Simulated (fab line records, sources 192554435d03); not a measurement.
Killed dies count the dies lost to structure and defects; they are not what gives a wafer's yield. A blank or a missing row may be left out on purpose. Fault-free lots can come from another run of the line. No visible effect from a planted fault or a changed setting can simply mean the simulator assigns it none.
Lot-split experiment    flow n5-finfet    7 lots, 39 wafers read, on a route of 1938 steps

## THE SPLIT ITSELF
At N5_FIN_CUT_CUT_ETCH_15 (etches Si in HBr/Cl2/O2, target depth 100 nm, bt time 10 s, time 42.4 s), the setting time-s was moved away from the recipe's 42.4 s on 15 of the 39 wafers read, by -22.2% to +14.0%. For the rest of the wafers, this setting stayed at what the recipe calls for.

The split's own step is where the reading is taken.

## THE READING
SOC_of_FIN_CUT_COAT_18.thk-nm (the simulator's own value, which no gauge read), in nm, at N5_FIN_CUT_CUT_ETCH_15 (etches Si in HBr/Cl2/O2, target depth 100 nm, bt time 10 s, time 42.4 s). The file does not state a usual value for it. Here, 24 wafers ran the recipe; their average is 170.7 nm with a standard deviation of 0.97 nm.

wafer   tool, chamber at the split  time-s as run, s  against the recipe  SOC_of_FIN_CUT_COAT_18.thk-nm, nm  against lot-mates on the recipe
L074.3  rie-si-05, 0                42.4              recipe              171                                -
L074.4  rie-si-05, 3                42.4              recipe              171.8                              -
L074.6  rie-si-05, 1                42.4              recipe              171.6                              -
L077.1  rie-si-04, 3                42.4              recipe              168.6                              -
L077.2  rie-si-04, 2                42.4              recipe              170.8                              -
L077.3  rie-si-04, 1                42.4              recipe              170.8                              -
L077.4  rie-si-04, 0                47.82             +12.8%              167                                -3.1
L077.5  rie-si-04, 2                47.82             +12.8%              166.6                              -3.5
L077.6  rie-si-04, 3                47.82             +12.8%              164.6                              -5.5
L078.1  rie-si-05, 0                42.4              recipe              170.4                              -
L078.2  rie-si-05, 3                34.1              -19.6%              177.6                              +6.9
L078.3  rie-si-05, 2                42.4              recipe              169.6                              -
L078.4  rie-si-05, 1                42.4              recipe              172.2                              -
L078.5  rie-si-05, 2                34.1              -19.6%              177.8                              +7.1
L078.6  rie-si-05, 1                34.1              -19.6%              177.4                              +6.7
L082.1  rie-si-05, 2                42.4              recipe              171                                -
L082.2  rie-si-05, 1                39.05             -7.9%               174.6                              +3.4
L082.3  rie-si-05, 0                42.4              recipe              171.8                              -
L082.4  rie-si-05, 3                39.05             -7.9%               172.6                              +1.4
L082.5  rie-si-05, 3                42.4              recipe              170.8                              -
L082.6  rie-si-05, 2                39.05             -7.9%               174.2                              +3.0
L084.1  rie-si-04, 1                42.4              recipe              171.2                              -
L084.2  rie-si-04, 0                42.4              recipe              170                                -
L084.3  rie-si-04, 3                42.4              recipe              169                                -
L084.4  rie-si-04, 2                42.4              recipe              170.2                              -
L084.5  rie-si-04, 1                42.4              recipe              171                                -
L084.6  rie-si-04, 0                42.4              recipe              170.8                              -
L093.1  rie-si-04, 1                32.97             -22.2%              180                                +9.3
L093.2  rie-si-04, 2                32.97             -22.2%              179                                +8.3
L093.3  rie-si-04, 3                32.97             -22.2%              177.2                              +6.5
L093.4  rie-si-04, 0                42.4              recipe              170.8                              -
L093.5  rie-si-04, 3                42.4              recipe              169.4                              -
L093.6  rie-si-04, 0                42.4              recipe              171.8                              -
L094.1  rie-si-05, 1                48.33             +14.0%              166.6                              -4.4
L094.2  rie-si-05, 0                42.4              recipe              169.4                              -
L094.3  rie-si-05, 2                42.4              recipe              172                                -
L094.4  rie-si-05, 3                48.33             +14.0%              165.4                              -5.6
L094.5  rie-si-05, 0                48.33             +14.0%              164.8                              -6.2
L094.6  rie-si-05, 1                42.4              recipe              171.6                              -

FIT RESULTS
A straight line over all 39 wafers: SOC_of_FIN_CUT_COAT_18.thk-nm changes by -0.36 nm for each +1% of time-s; r = -0.97; the points scatter about the line by 0.96 nm.
The same after taking each lot's own level away (the mean of its wafers on the recipe; 39 wafers): -0.355 nm for each +1%; r = -0.97; scatter 0.91 nm.
According to that fit, moving time-s by its largest amount changes the reading by 7.9 nm.
From 170.07 to 171.47 nm: that is the span of the lots' own levels, equal to 1.4 times the standard deviation above.
The two slopes are in agreement: the lot-to-lot level therefore moves the slope only a little.
Check: +7.66 nm against its lot-mates is what the line predicts for one of the wafers moved furthest among these (-22.2%) when that wafer is left out of the fit. It came out at +9.33 nm against them.

## THESE WAFERS: OTHER SPLITS
Note: prior to the reading, these wafers also went through further splits. Each is held against what the fit with the lots' levels taken away leaves over:
other split on the same wafers         wafers away from the commonest value  r with SOC_of_FIN_CUT_COAT_18.thk-nm (lot level and that fit taken away)
N5_PMOS_HMC_CHANNEL_EPI_EPI_20 temp-c  15                                    -0.06

## THE WHOLE CHAIN: every reading that the file lists as answering this split, in the file's order
step                    what it does                                                             reading                                                                         change (the file's fit)                r (the file's)
N5_FIN_CUT_CUT_ETCH_15  etches Si in HBr/Cl2/O2, target depth 100 nm, bt time 10 s, time 42.4 s  etch.depth-nm (the simulator's own value, which no gauge read)                  +0.999 nm for each +1% of the setting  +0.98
N5_FIN_CUT_CUT_ETCH_15  etches Si in HBr/Cl2/O2, target depth 100 nm, bt time 10 s, time 42.4 s  FIN_CUT.feature-depth-nm (the simulator's own value, which no gauge read)       +0.999 nm for each +1% of the setting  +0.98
N5_FIN_CUT_CUT_ETCH_15  etches Si in HBr/Cl2/O2, target depth 100 nm, bt time 10 s, time 42.4 s  SOC_of_FIN_CUT_COAT_18.thk-nm (the simulator's own value, which no gauge read)  -0.355 nm for each +1% of the setting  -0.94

## FILE'S OWN FIT
SOC_of_FIN_CUT_COAT_18.thk-nm changes by -0.355 nm for each +1% of time-s, r = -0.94.
